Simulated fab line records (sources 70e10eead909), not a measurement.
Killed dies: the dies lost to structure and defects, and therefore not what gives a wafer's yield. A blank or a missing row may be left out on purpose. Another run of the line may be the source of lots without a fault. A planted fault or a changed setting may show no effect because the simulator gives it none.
Chamber matching ; flow nand harc ; NHARC_A_M1_PRE_CLEAN_32 on pecvd-01 has 3 sister chambers
The step time 12 s. 6 wafers are shown with their chamber, then 9 later ones without.

== WAFERS WITH THEIR CHAMBER ==
wafer;chamber;heater power w (W)
L081.5;2;571
L083.2;1;622
L083.6;0;747
L082.1;1;649
L082.2;2;550
L082.3;0;751

== WAFERS MISSING THEIR CHAMBER ==
wafer;heater power w (W)
L086.1;672
L086.2;594
L086.5;661
L091.2;670
L091.3;533
L091.4;675
L096.1;671
L096.2;506
L096.5;729

== WHICH CHAMBER EACH ONE RAN IN ==
wafer;from the rows above;in truth
L086.1;1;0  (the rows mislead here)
L086.2;can't be placed: 2 or 1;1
L086.5;1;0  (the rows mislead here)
L091.2;1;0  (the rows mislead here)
L091.3;2;2
L091.4;1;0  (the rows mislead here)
L096.1;1;1
L096.2;2;2
L096.5;0;0
Correct placement for 4 of the 9. These rows do not allow placing 1 (true chamber among the candidates in 1). Placed wrongly: 4.
How it was worked out, from the rows above alone: a wafer's distance from a chamber is the root of the sum, over the readings, of the square of ((its reading less the chamber's mean) divided by the reading's scatter). If the next closest chamber is less than 2 further off than the closest, the wafer can't be placed; otherwise it belongs to the closest. Each chamber's mean is taken over the wafers shown for it. How the scatter is found: for the shown wafers, subtract from each reading the mean of its chamber, square and add these, divide the total by (wafers less chambers), then take the root.
